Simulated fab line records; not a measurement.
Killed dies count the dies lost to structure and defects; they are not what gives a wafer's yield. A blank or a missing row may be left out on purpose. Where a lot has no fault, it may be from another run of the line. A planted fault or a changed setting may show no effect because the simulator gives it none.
Matching of chambers | flow n5 finfet | rie diel-03 running N5_BEOL_M6_STRIP_19: 4 sister chambers
The step strips in O2. 14 wafers are shown with their chamber, then 7 later ones without.

== WAFERS WITH THEIR CHAMBER ==
wafer  | chamber | showerhead plenum p Torr (Torr) | drypump motor current A (A) | throttle valve pct (%)
L077.3 | 3       | 2.00                            | 6.4                         | 16.86
L077.4 | 1       | 2.06                            | 5.4                         | 16.25
L077.5 | 0       | 2.21                            | 5.2                         | 16.27
L080.1 | 1       | 2.05                            | 5.4                         | 16.28
L080.2 | 2       | 2.06                            | 4.7                         | 16.28
L080.5 | 0       | 2.21                            | 5.3                         | 16.31
L081.2 | 1       | 2.05                            | 5.4                         | 16.28
L081.3 | 2       | 2.06                            | 4.7                         | 16.31
L081.6 | 0       | 2.21                            | 5.2                         | 16.30
L082.1 | 3       | 2.00                            | 6.5                         | 16.91
L082.4 | 1       | 2.05                            | 5.4                         | 16.25
L082.5 | 2       | 2.06                            | 4.7                         | 16.34
L085.1 | 1       | 2.05                            | 5.4                         | 16.28
L085.3 | 0       | 2.21                            | 5.2                         | 16.32

SIGNATURES (means of the wafers above)
reading                  | chamber 0 | chamber 1 | chamber 2 | chamber 3 | scatter within a chamber
showerhead plenum p Torr | 2.2100    | 2.0520    | 2.0600    | 2.0000    | 0.00283
drypump motor current A  | 5.225     | 5.400     | 4.700     | 6.450     | 0.0354
throttle valve pct       | 16.3000   | 16.2680   | 16.3100   | 16.8850   | 0.0235
Rule: for a wafer and a chamber, the distance is found by dividing, reading by reading, the gap between the wafer's reading and the chamber's mean by the reading's scatter, squaring, summing and taking the root. The wafer belongs to the nearest chamber; if the next one is less than 2 further off, it can't be placed. The scatter: the root of (the sum of the squares of (reading less its chamber's mean) over the shown wafers, divided by (wafers less chambers)).

== WAFERS WHOSE CHAMBER IS MISSING ==
wafer  | showerhead plenum p Torr (Torr) | drypump motor current A (A) | throttle valve pct (%)
L085.5 | 2.21                            | 5.2                         | 16.29
L091.2 | 2.04                            | 5.4                         | 16.32
L091.3 | 2.20                            | 5.2                         | 16.33
L091.5 | 2.20                            | 5.2                         | 16.34
L092.1 | 2.20                            | 5.2                         | 16.33
L092.4 | 1.99                            | 6.4                         | 16.92
L092.6 | 2.05                            | 4.7                         | 16.33

== WHICH CHAMBER EACH WENT THROUGH ==
wafer  | from the rows above | in truth
L085.5 | 0                   | 0
L091.2 | 1                   | 1
L091.3 | 0                   | 0
L091.5 | 0                   | 0
L092.1 | 0                   | 0
L092.4 | 3                   | 3
L092.6 | 2                   | 2
7 of 7 placed correctly. Not placeable from these rows: 0. 0 placed wrongly.
